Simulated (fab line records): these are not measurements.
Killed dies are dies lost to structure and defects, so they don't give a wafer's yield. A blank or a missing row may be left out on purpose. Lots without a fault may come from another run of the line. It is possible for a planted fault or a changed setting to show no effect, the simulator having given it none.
The tool behind it: which one? / flow nand-harc / 42 wafers from 14 lots sampled at 5 of the route's 1159 steps

## WHAT EACH GAUGE READ, for each wafer
NHARC_END_SORT_01.
lot=L154; measured=day 21 17:14; on=prober-01; killed-at-array=22 30 18; killed-at-other=0 3 1; killed-at-periphery=2 3 2; killed-dies=24 36 21; killed-open=3 3 3; killed-short=0 3 1
lot=L162; measured=day 24 01:56; on=prober-01; killed-at-array=74 54 56; killed-at-other=1 1 1; killed-at-periphery=3 10 6; killed-dies=78 65 63; killed-open=4 2 4; killed-short=0 0 1
lot=L163; measured=day 24 01:55; on=prober-02; killed-at-array=63 58 63; killed-at-other=0 1 0; killed-at-periphery=0 2 4; killed-dies=63 61 67; killed-open=3 2 4; killed-short=1 4 2

## WHAT TOOL EACH LOT RAN ON (gives the tool, then ch and the chambers of the sampled wafers, and finally the start)
lot=L147; NHARC_A_ONON_D1_DEP_25=pecvd-onon-02 ch 0, day 8 10:33; NHARC_THIN_TSV_DEP_43=pecvd-02 ch 1,2, day 18 22:14; NHARC_THIN_TSV_DEP_47=pecvd-02 ch 0,1,2, day 19 00:58; NHARC_THIN_TSV_ETCHBACK_48=rie-diel-13 ch 1,2,3, day 19 01:21
lot=L149; NHARC_A_ONON_D1_DEP_25=pecvd-onon-01 ch 0, day 8 19:19; NHARC_THIN_TSV_DEP_43=pecvd-02 ch 1,2, day 19 01:52; NHARC_THIN_TSV_DEP_47=pecvd-02 ch 0,1,2, day 19 04:37; NHARC_THIN_TSV_ETCHBACK_48=rie-diel-04 ch 1,2,3, day 19 05:01
lot=L150; NHARC_A_ONON_D1_DEP_25=pecvd-onon-02 ch 0, day 8 19:22; NHARC_THIN_TSV_DEP_43=pecvd-03 ch 0,1,2, day 18 23:28; NHARC_THIN_TSV_DEP_47=pecvd-02 ch 0,2, day 19 02:14; NHARC_THIN_TSV_ETCHBACK_48=rie-diel-04 ch 0,1, day 19 02:33
lot=L148; NHARC_A_ONON_D1_DEP_25=pecvd-onon-03 ch 0, day 8 19:25; NHARC_THIN_TSV_DEP_43=pecvd-01 ch 1,2, day 19 16:48; NHARC_THIN_TSV_DEP_47=pecvd-03 ch 1,2, day 19 19:31; NHARC_THIN_TSV_ETCHBACK_48=rie-diel-13 ch 1,2, day 19 19:54
lot=L151; NHARC_A_ONON_D1_DEP_25=pecvd-onon-02 ch 0, day 9 07:52; NHARC_THIN_TSV_DEP_43=pecvd-02 ch 0,1, day 19 15:39; NHARC_THIN_TSV_DEP_47=pecvd-02 ch 0,1,2, day 19 18:20; NHARC_THIN_TSV_ETCHBACK_48=rie-diel-04 ch 0,1,3, day 19 18:44
lot=L152; NHARC_A_ONON_D1_DEP_25=pecvd-onon-01 ch 0, day 9 19:47; NHARC_THIN_TSV_DEP_43=pecvd-02 ch 1,2, day 20 12:29; NHARC_THIN_TSV_DEP_47=pecvd-01 ch 0,2, day 20 15:09; NHARC_THIN_TSV_ETCHBACK_48=rie-diel-07 ch 1,2,3, day 20 15:40
lot=L153; NHARC_A_ONON_D1_DEP_25=pecvd-onon-02 ch 0, day 9 19:56; NHARC_THIN_TSV_DEP_43=pecvd-01 ch 0,1, day 20 10:05; NHARC_THIN_TSV_DEP_47=pecvd-03 ch 1,2, day 20 12:56; NHARC_THIN_TSV_ETCHBACK_48=rie-diel-13 ch 0,1, day 20 13:17
lot=L155; NHARC_A_ONON_D1_DEP_25=pecvd-onon-02 ch 0, day 10 05:28; NHARC_THIN_TSV_DEP_43=pecvd-01 ch 0,1,2, day 20 16:35; NHARC_THIN_TSV_DEP_47=pecvd-01 ch 0,1,2, day 20 19:20; NHARC_THIN_TSV_ETCHBACK_48=rie-diel-13 ch 0,1,3, day 20 19:42
lot=L154; NHARC_A_ONON_D1_DEP_25=pecvd-onon-03 ch 0, day 10 05:32; NHARC_THIN_TSV_DEP_43=pecvd-01 ch 0,1, day 20 23:20; NHARC_THIN_TSV_DEP_47=pecvd-01 ch 0,1, day 21 02:38; NHARC_THIN_TSV_ETCHBACK_48=rie-diel-13 ch 0,2,3, day 21 03:13
lot=L158; NHARC_A_ONON_D1_DEP_25=pecvd-onon-03 ch 0, day 11 06:43; NHARC_THIN_TSV_DEP_43=pecvd-01 ch 0,2, day 22 05:46; NHARC_THIN_TSV_DEP_47=pecvd-01 ch 1,2, day 22 08:29; NHARC_THIN_TSV_ETCHBACK_48=rie-diel-13 ch 0,3, day 22 08:53
lot=L162; NHARC_A_ONON_D1_DEP_25=pecvd-onon-02 ch 0, day 12 01:28; NHARC_THIN_TSV_DEP_43=pecvd-03 ch 0,2, day 23 05:43; NHARC_THIN_TSV_DEP_47=pecvd-01 ch 0,1, day 23 08:23; NHARC_THIN_TSV_ETCHBACK_48=rie-diel-13 ch 0,2, day 23 08:44
lot=L163; NHARC_A_ONON_D1_DEP_25=pecvd-onon-02 ch 0, day 12 06:29; NHARC_THIN_TSV_DEP_43=pecvd-01 ch 0,1,2, day 23 06:51; NHARC_THIN_TSV_DEP_47=pecvd-01 ch 0,1,2, day 23 09:31; NHARC_THIN_TSV_ETCHBACK_48=rie-diel-13 ch 0,1,2, day 23 09:55
lot=L167; NHARC_A_ONON_D1_DEP_25=pecvd-onon-01 ch 0, day 12 22:26; NHARC_THIN_TSV_DEP_43=pecvd-02 ch 1,2, day 23 12:24; NHARC_THIN_TSV_DEP_47=pecvd-01 ch 0,1,2, day 23 17:38; NHARC_THIN_TSV_ETCHBACK_48=rie-diel-04 ch 0,3, day 23 18:04
lot=L168; NHARC_A_ONON_D1_DEP_25=pecvd-onon-01 ch 0, day 13 06:14; NHARC_THIN_TSV_DEP_43=pecvd-03 ch 0,1,2, day 23 22:15; NHARC_THIN_TSV_DEP_47=pecvd-02 ch 0,1,2, day 24 00:46; NHARC_THIN_TSV_ETCHBACK_48=rie-diel-13 ch 0,1, day 24 01:11
- NHARC_A_ONON_D1_DEP_25: target thk 1000 nm.
- NHARC_THIN_TSV_DEP_43: deposits SiO2, target thk 1328.5 nm.
- NHARC_THIN_TSV_DEP_47: deposits SiO2, target thk 200 nm.
- NHARC_THIN_TSV_ETCHBACK_48: etches the open film in C4F8/Ar, target depth 1028.5 nm, time 405.17 s.

## WHAT THE TOOLS THEMSELVES READ (means of the sampled wafers that have a number; where no wafer has one, the mark that the record gives instead)
NHARC_A_ONON_D1_DEP_25.
lot=L147; tool=pecvd-onon-02; n2-flow-sccm (sccm)=2753
lot=L149; tool=pecvd-onon-01; n2-flow-sccm (sccm)=2758
lot=L150; tool=pecvd-onon-02; n2-flow-sccm (sccm)=2747
lot=L148; tool=pecvd-onon-03; n2-flow-sccm (sccm)=2745
lot=L151; tool=pecvd-onon-02; n2-flow-sccm (sccm)=2746
lot=L152; tool=pecvd-onon-01; n2-flow-sccm (sccm)=2741
lot=L153; tool=pecvd-onon-02; n2-flow-sccm (sccm)=2751
lot=L155; tool=pecvd-onon-02; n2-flow-sccm (sccm)=2743
lot=L154; tool=pecvd-onon-03; n2-flow-sccm (sccm)=2748
lot=L158; tool=pecvd-onon-03; n2-flow-sccm (sccm)=2745
lot=L162; tool=pecvd-onon-02; n2-flow-sccm (sccm)=2744
lot=L163; tool=pecvd-onon-02; n2-flow-sccm (sccm)=2743
lot=L167; tool=pecvd-onon-01; n2-flow-sccm (sccm)=2741
lot=L168; tool=pecvd-onon-01; n2-flow-sccm (sccm)=2751

NHARC_THIN_TSV_DEP_43.
lot=L147; tool=pecvd-02; throttle-valve-pct (%)=15.6
lot=L149; tool=pecvd-02; throttle-valve-pct (%)=15.8
lot=L150; tool=pecvd-03; throttle-valve-pct (%)=15.9
lot=L148; tool=pecvd-01; throttle-valve-pct (%)=15.4
lot=L151; tool=pecvd-02; throttle-valve-pct (%)=16.3
lot=L152; tool=pecvd-02; throttle-valve-pct (%)=15.9
lot=L153; tool=pecvd-01; throttle-valve-pct (%)=15.5
lot=L155; tool=pecvd-01; throttle-valve-pct (%)=15.8
lot=L154; tool=pecvd-01; throttle-valve-pct (%)=15.7
lot=L158; tool=pecvd-01; throttle-valve-pct (%)=16.3
lot=L162; tool=pecvd-03; throttle-valve-pct (%)=15.9
lot=L163; tool=pecvd-01; throttle-valve-pct (%)=16.0
lot=L167; tool=pecvd-02; throttle-valve-pct (%)=15.8
lot=L168; tool=pecvd-03; throttle-valve-pct (%)=15.7

NHARC_THIN_TSV_DEP_47.
lot=L147; tool=pecvd-02; throttle-valve-pct (%)=16.0
lot=L149; tool=pecvd-02; throttle-valve-pct (%)=16.1
lot=L150; tool=pecvd-02; throttle-valve-pct (%)=16.3
lot=L148; tool=pecvd-03; throttle-valve-pct (%)=15.7
lot=L151; tool=pecvd-02; throttle-valve-pct (%)=16.1
lot=L152; tool=pecvd-01; throttle-valve-pct (%)=15.9
lot=L153; tool=pecvd-03; throttle-valve-pct (%)=15.8
lot=L155; tool=pecvd-01; throttle-valve-pct (%)=15.8
lot=L154; tool=pecvd-01; throttle-valve-pct (%)=16.0
lot=L158; tool=pecvd-01; throttle-valve-pct (%)=15.7
lot=L162; tool=pecvd-01; throttle-valve-pct (%)=15.7
lot=L163; tool=pecvd-01; throttle-valve-pct (%)=16.0
lot=L167; tool=pecvd-01; throttle-valve-pct (%)=16.0
lot=L168; tool=pecvd-02; throttle-valve-pct (%)=16.2

NHARC_THIN_TSV_ETCHBACK_48.
lot=L147; tool=rie-diel-13; oes-product-au (a.u.)=0.929; rf-vpp-V (V)=547
lot=L149; tool=rie-diel-04; oes-product-au (a.u.)=0.932; rf-vpp-V (V)=547
lot=L150; tool=rie-diel-04; oes-product-au (a.u.)=0.922; rf-vpp-V (V)=547
lot=L148; tool=rie-diel-13; oes-product-au (a.u.)=0.920; rf-vpp-V (V)=548
lot=L151; tool=rie-diel-04; oes-product-au (a.u.)=0.933; rf-vpp-V (V)=548
lot=L152; tool=rie-diel-07; oes-product-au (a.u.)=0.925; rf-vpp-V (V)=546
lot=L153; tool=rie-diel-13; oes-product-au (a.u.)=0.956; rf-vpp-V (V)=547
lot=L155; tool=rie-diel-13; oes-product-au (a.u.)=0.995; rf-vpp-V (V)=547
lot=L154; tool=rie-diel-13; oes-product-au (a.u.)=0.985; rf-vpp-V (V)=548
lot=L158; tool=rie-diel-13; oes-product-au (a.u.)=0.904; rf-vpp-V (V)=548
lot=L162; tool=rie-diel-13; oes-product-au (a.u.)=0.949; rf-vpp-V (V)=549
lot=L163; tool=rie-diel-13; oes-product-au (a.u.)=0.916; rf-vpp-V (V)=548
lot=L167; tool=rie-diel-04; oes-product-au (a.u.)=0.911; rf-vpp-V (V)=551
lot=L168; tool=rie-diel-13; oes-product-au (a.u.)=0.926; rf-vpp-V (V)=547

## THE ANSWER, worked out from the rows above alone
Rule: the usual values come from the lots themselves. The widest of any qualifying gaps counts: lots, ordered by their means at a reading, are off when they make up no more than a third of the lots, leave a main group of 4 or more, and stand apart from it by 3 or more times the standard deviation of that group's means. If all means in a main group match to the digits the tables above print for the reading, that group is not used. A lot without any number at a reading at which 4 lots or more have one is off too. The other lots that the step has rows for count as sound. Order of review: gauges by route order, followed by the tools' own readings, for which a lot's mean as printed above is used. The first step at which some lot is off is used, and at that step the reading that is off furthest; a lot without a number counts as furthest.
No lot is off at any reading shown: from this, nothing can be told.

## WHAT HAD BEEN PUT IN BY THE SIMULATOR
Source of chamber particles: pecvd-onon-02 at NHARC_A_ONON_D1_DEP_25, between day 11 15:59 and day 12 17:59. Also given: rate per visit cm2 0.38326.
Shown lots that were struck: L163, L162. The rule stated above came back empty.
